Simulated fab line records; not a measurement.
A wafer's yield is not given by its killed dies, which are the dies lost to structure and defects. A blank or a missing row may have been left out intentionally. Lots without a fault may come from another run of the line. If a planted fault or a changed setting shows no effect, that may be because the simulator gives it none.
Which of the tools did it? :: flow n5Finfet :: 9 lots, 27 wafers sampled, at 6 steps of a route of 1938

WHAT THE GAUGES SHOWED, per wafer
N5_BEOL_M4_RC_MEAS_101.
lot: L553
measured: day 7 21:32
on: prober-01
DIBL_N (mV/V): 35.2 33.2 33.7
DIBL_P (mV/V): 35.4 33.1 34.3
IOFF_N (nA/um): 0.146 0.118 0.132
IOFF_P (nA/um): 0.20 0.16 0.19
ION_N (uA/um): 668 661 667
ION_P (uA/um): 470 461 458
SS_N (mV/dec): 71.2 70.4 71.0
SS_P (mV/dec): 73.2 73.0 72.7
VT_N (mV): 252 254 252
VT_P (mV): -250 -253 -250

lot: L554
measured: day 8 05:31
on: prober-01
DIBL_N (mV/V): 33.3 35.7 35.2
DIBL_P (mV/V): 32.2 35.4 34.4
IOFF_N (nA/um): 0.102 0.135 0.136
IOFF_P (nA/um): 0.17 0.20 0.20
ION_N (uA/um): 653 654 666
ION_P (uA/um): 460 456 459
SS_N (mV/dec): 70.6 72.1 71.4
SS_P (mV/dec): 72.2 73.7 72.7
VT_N (mV): 256 254 254
VT_P (mV): -253 -251 -249

lot: L556
measured: day 8 11:33
on: prober-02
DIBL_N (mV/V): 36.9 36.9 34.7
DIBL_P (mV/V): 36.3 35.9 34.3
IOFF_N (nA/um): 0.167 0.153 0.123
IOFF_P (nA/um): 0.18 0.18 0.16
ION_N (uA/um): 677 660 672
ION_P (uA/um): 461 448 457
SS_N (mV/dec): 71.3 71.9 70.7
SS_P (mV/dec): 73.6 73.7 72.6
VT_N (mV): 250 255 254
VT_P (mV): -254 -255 -254

lot: L561
measured: day 9 16:02
on: prober-02
DIBL_N (mV/V): 36.1 36.3 36.6
DIBL_P (mV/V): 35.1 35.6 35.9
IOFF_N (nA/um): 0.155 0.168 0.159
IOFF_P (nA/um): 0.20 0.22 0.22
ION_N (uA/um): 669 681 673
ION_P (uA/um): 462 465 461
SS_N (mV/dec): 71.7 70.9 71.8
SS_P (mV/dec): 73.6 73.2 74.5
VT_N (mV): 252 248 251
VT_P (mV): -251 -247 -250

lot: L565
measured: day 10 22:46
on: prober-02
DIBL_N (mV/V): 35.4 33.6 35.8
DIBL_P (mV/V): 35.3 34.6 36.7
IOFF_N (nA/um): 0.164 0.139 0.188
IOFF_P (nA/um): 0.23 0.23 0.27
ION_N (uA/um): 678 672 695
ION_P (uA/um): 467 474 480
SS_N (mV/dec): 71.0 70.8 71.8
SS_P (mV/dec): 72.4 72.7 73.8
VT_N (mV): 247 248 246
VT_P (mV): -245 -247 -245

lot: L568
measured: day 11 14:01
on: prober-02
DIBL_N (mV/V): 38.0 36.2 33.9
DIBL_P (mV/V): 39.2 36.7 34.5
IOFF_N (nA/um): 0.202 0.174 0.133
IOFF_P (nA/um): 0.22 0.19 0.16
ION_N (uA/um): 691 681 667
ION_P (uA/um): 464 458 457
SS_N (mV/dec): 72.0 71.3 70.4
SS_P (mV/dec): 74.4 73.9 73.4
VT_N (mV): 245 248 251
VT_P (mV): -251 -252 -256

lot: L569
measured: day 11 23:07
on: prober-02
DIBL_N (mV/V): 38.2 37.0 34.4
DIBL_P (mV/V): 39.8 38.4 35.9
IOFF_N (nA/um): 0.180 0.150 0.121
IOFF_P (nA/um): 0.26 0.23 0.20
ION_N (uA/um): 676 660 663
ION_P (uA/um): 466 456 460
SS_N (mV/dec): 71.8 71.2 70.9
SS_P (mV/dec): 73.4 73.9 72.9
VT_N (mV): 248 251 253
VT_P (mV): -246 -247 -250

lot: L574
measured: day 13 08:37
on: prober-02
DIBL_N (mV/V): 34.3 34.2 34.4
DIBL_P (mV/V): 34.3 33.8 34.6
IOFF_N (nA/um): 0.137 0.136 0.143
IOFF_P (nA/um): 0.20 0.19 0.21
ION_N (uA/um): 671 672 675
ION_P (uA/um): 463 468 472
SS_N (mV/dec): 71.6 70.3 70.9
SS_P (mV/dec): 73.4 72.6 73.2
VT_N (mV): 252 250 249
VT_P (mV): -247 -249 -245

lot: L573
measured: day 13 12:47
on: prober-01
DIBL_N (mV/V): 38.1 37.2 38.8
DIBL_P (mV/V): 38.5 36.4 38.3
IOFF_N (nA/um): 0.208 0.179 0.202
IOFF_P (nA/um): 0.24 0.20 0.25
ION_N (uA/um): 692 673 686
ION_P (uA/um): 468 455 466
SS_N (mV/dec): 71.7 71.9 72.1
SS_P (mV/dec): 73.9 73.5 74.6
VT_N (mV): 247 249 246
VT_P (mV): -249 -254 -250

N5_BEOL_M9_THK_MEAS_01.
lot: L553
measured: day 9 11:03
on: filmMetro-02
M9_ILD_THK (nm): 270 264 270

lot: L554
measured: day 9 19:05
on: filmMetro-01
M9_ILD_THK (nm): 266 268 270

lot: L556
measured: day 9 21:53
on: filmMetro-02
M9_ILD_THK (nm): 541 555 545

lot: L561
measured: day 11 10:41
on: filmMetro-01
M9_ILD_THK (nm): 542 553 548

lot: L565
measured: day 12 16:53
on: filmMetro-01
M9_ILD_THK (nm): 542 531 543

lot: L568
measured: day 13 07:12
on: filmMetro-02
M9_ILD_THK (nm): 263 270 266

lot: L569
measured: day 13 23:51
on: filmMetro-02
M9_ILD_THK (nm): 267 266 266

lot: L574
measured: day 15 02:10
on: filmMetro-02
M9_ILD_THK (nm): 271 267 270

lot: L573
measured: day 15 02:29
on: filmMetro-02
M9_ILD_THK (nm): 257 264 262

WHAT TOOL EACH LOT RAN ON (gives the tool, then ch and the chambers of the sampled wafers, and finally the start)
lot: L553
N5_BEOL_M8_ALD_77: aldMetal-04 ch 1,3, day 9 08:04
N5_BEOL_M8_SURFACE_TREAT_79: pvdSputter-01, day 9 08:44
N5_BEOL_M9_ILD_DEP_00: pecvd-01 ch 0,1,2, day 9 09:59
N5_BEOL_M9_CURE_71: uvCure-02 ch 1, day 9 10:13

lot: L554
N5_BEOL_M8_ALD_77: aldMetal-02 ch 2,3, day 9 16:32
N5_BEOL_M8_SURFACE_TREAT_79: pvdSputter-03, day 9 16:49
N5_BEOL_M9_ILD_DEP_00: pecvd-02 ch 0,1, day 9 17:59
N5_BEOL_M9_CURE_71: uvCure-03 ch 2, day 9 18:15

lot: L556
N5_BEOL_M8_ALD_77: aldMetal-03 ch 1,2,3, day 9 19:02
N5_BEOL_M8_SURFACE_TREAT_79: pvdSputter-02, day 9 19:20
N5_BEOL_M9_ILD_DEP_00: pecvd-04 ch 0,2, day 9 20:33
N5_BEOL_M9_CURE_71: uvCure-03 ch 0, day 9 21:03

lot: L561
N5_BEOL_M8_ALD_77: aldMetal-02 ch 0,1, day 11 06:53
N5_BEOL_M8_SURFACE_TREAT_79: pvdSputter-01, day 11 07:17
N5_BEOL_M9_ILD_DEP_00: pecvd-01 ch 0,2, day 11 08:58
N5_BEOL_M9_CURE_71: uvCure-01 ch 1, day 11 10:15

lot: L565
N5_BEOL_M8_ALD_77: aldMetal-04 ch 2,3, day 12 12:26
N5_BEOL_M8_SURFACE_TREAT_79: pvdSputter-03, day 12 12:46
N5_BEOL_M9_ILD_DEP_00: pecvd-01 ch 0,1,2, day 12 15:33
N5_BEOL_M9_CURE_71: uvCure-01 ch 2, day 12 15:53

lot: L568
N5_BEOL_M8_ALD_77: aldMetal-04 ch 1,2,3, day 13 05:04
N5_BEOL_M8_SURFACE_TREAT_79: pvdSputter-02, day 13 05:21
N5_BEOL_M9_ILD_DEP_00: pecvd-04 ch 0,2, day 13 06:37
N5_BEOL_M9_CURE_71: uvCure-01 ch 0, day 13 06:41

lot: L569
N5_BEOL_M8_ALD_77: aldMetal-03 ch 0,1, day 13 20:41
N5_BEOL_M8_SURFACE_TREAT_79: pvdSputter-02, day 13 21:01
N5_BEOL_M9_ILD_DEP_00: pecvd-04 ch 1,2, day 13 22:46
N5_BEOL_M9_CURE_71: uvCure-02 ch 0, day 13 23:10

lot: L574
N5_BEOL_M8_ALD_77: aldMetal-04 ch 0,2,3, day 14 23:59
N5_BEOL_M8_SURFACE_TREAT_79: pvdSputter-02, day 15 00:20
N5_BEOL_M9_ILD_DEP_00: pecvd-01 ch 0,1,2, day 15 01:35
N5_BEOL_M9_CURE_71: uvCure-01 ch 2, day 15 01:40

lot: L573
N5_BEOL_M8_ALD_77: aldMetal-04 ch 0,1, day 15 00:22
N5_BEOL_M8_SURFACE_TREAT_79: pvdSputter-02, day 15 00:40
N5_BEOL_M9_ILD_DEP_00: pecvd-04 ch 0,1,2, day 15 01:53
N5_BEOL_M9_CURE_71: uvCure-02 ch 0, day 15 01:58
- N5_BEOL_M8_ALD_77: deposits TaN, target thk 2 nm, pulse time 2 s, purge time 3 s.
- N5_BEOL_M8_SURFACE_TREAT_79
- N5_BEOL_M9_ILD_DEP_00: deposits SiCOH lowk from DEMS/porogen, target thk 308.51 nm, time 58 s.
- N5_BEOL_M9_CURE_71: cures SiCOH lowk, time 240 s.

AS READ BY THE TOOLS THEMSELVES (means over the sampled wafers that have a number; for cases with no such wafer, the mark the record gives instead)
N5_BEOL_M8_ALD_77.
lot: L553
tool: aldMetal-04
heaterPowerOuterW (W): 220
heaterPowerW (W): 409

lot: L554
tool: aldMetal-02
heaterPowerOuterW (W): 238
heaterPowerW (W): 407

lot: L556
tool: aldMetal-03
heaterPowerOuterW (W): 222
heaterPowerW (W): 410

lot: L561
tool: aldMetal-02
heaterPowerOuterW (W): 221
heaterPowerW (W): 391

lot: L565
tool: aldMetal-04
heaterPowerOuterW (W): 216
heaterPowerW (W): 379

lot: L568
tool: aldMetal-04
heaterPowerOuterW (W): 218
heaterPowerW (W): 399

lot: L569
tool: aldMetal-03
heaterPowerOuterW (W): 247
heaterPowerW (W): 459

lot: L574
tool: aldMetal-04
heaterPowerOuterW (W): 214
heaterPowerW (W): 387

lot: L573
tool: aldMetal-04
heaterPowerOuterW (W): 212
heaterPowerW (W): 389

N5_BEOL_M9_ILD_DEP_00.
lot: L553
tool: pecvd-01
heaterPowerOuterW (W): 119
heaterPowerW (W): 280
showerheadPlenumPTorr (Torr): 5.725
throttleValvePct (%): 13.3

lot: L554
tool: pecvd-02
heaterPowerOuterW (W): 143
heaterPowerW (W): 320
showerheadPlenumPTorr (Torr): 5.750
throttleValvePct (%): 13.6

lot: L556
tool: pecvd-04
heaterPowerOuterW (W): 139
heaterPowerW (W): 308
showerheadPlenumPTorr (Torr): 5.736
throttleValvePct (%): 13.0

lot: L561
tool: pecvd-01
heaterPowerOuterW (W): 92
heaterPowerW (W): 252
showerheadPlenumPTorr (Torr): 5.721
throttleValvePct (%): 13.3

lot: L565
tool: pecvd-01
heaterPowerOuterW (W): 116
heaterPowerW (W): 278
showerheadPlenumPTorr (Torr): 5.723
throttleValvePct (%): 13.4

lot: L568
tool: pecvd-04
heaterPowerOuterW (W): 139
heaterPowerW (W): 308
showerheadPlenumPTorr (Torr): 5.756
throttleValvePct (%): 13.7

lot: L569
tool: pecvd-04
heaterPowerOuterW (W): 114
heaterPowerW (W): 272
showerheadPlenumPTorr (Torr): 5.740
throttleValvePct (%): 13.3

lot: L574
tool: pecvd-01
heaterPowerOuterW (W): 119
heaterPowerW (W): 283
showerheadPlenumPTorr (Torr): 5.719
throttleValvePct (%): 13.5

lot: L573
tool: pecvd-04
heaterPowerOuterW (W): 119
heaterPowerW (W): 280
showerheadPlenumPTorr (Torr): 5.743
throttleValvePct (%): 13.4

N5_BEOL_M9_CURE_71.
lot: L553
tool: uvCure-02
lampPowerPct (%): 52.32
wafer_temp_C_max: 387.1

lot: L554
tool: uvCure-03
lampPowerPct (%): 52.36
wafer_temp_C_max: 386.3

lot: L556
tool: uvCure-03
lampPowerPct (%): 52.31
wafer_temp_C_max: 386.3

lot: L561
tool: uvCure-01
lampPowerPct (%): 52.34
wafer_temp_C_max: 386.4

lot: L565
tool: uvCure-01
lampPowerPct (%): 52.26
wafer_temp_C_max: 386.9

lot: L568
tool: uvCure-01
lampPowerPct (%): 52.38
wafer_temp_C_max: 386.6

lot: L569
tool: uvCure-02
lampPowerPct (%): 52.32
wafer_temp_C_max: 386.3

lot: L574
tool: uvCure-01
lampPowerPct (%): 52.30
wafer_temp_C_max: 386.3

lot: L573
tool: uvCure-02
lampPowerPct (%): 52.31
wafer_temp_C_max: 386.4

THE ANSWER, worked out from the rows above alone
Rule: usual is defined by the lots themselves. The widest of any qualifying gaps counts: lots, ordered by their means at a reading, are off when they make up no more than a third of the lots, leave a main group of 4 or more, and stand apart from it by 3 or more times the standard deviation of that group's means. A main group is skipped when, at the precision printed for the reading in the tables above, its means are all equal. Also off: a lot with no number at a reading for which 4 or more lots have one. The other lots that the step has rows for count as sound. The gauges are gone through in route order, then the tools' own readings, and for those a lot's mean is taken as printed above. The first step at which some lot is off is used, and at that step the reading that is off furthest; a lot without a number counts as furthest.
Off: at N5_BEOL_M9_THK_MEAS_01 (M9_ILD_THK), L556, L561, L565. Mean 266 nm and standard deviation 2.7 in the main group.
If a tool, at a process step before that reading, ran all the lots that are off and no sound lot after the first of them, it fits. Gauges at N5_BEOL_M9_THK_MEAS_01: tried the same way as those tools. Of those tried, none fits.

WHAT THE SIMULATOR HAD INSERTED
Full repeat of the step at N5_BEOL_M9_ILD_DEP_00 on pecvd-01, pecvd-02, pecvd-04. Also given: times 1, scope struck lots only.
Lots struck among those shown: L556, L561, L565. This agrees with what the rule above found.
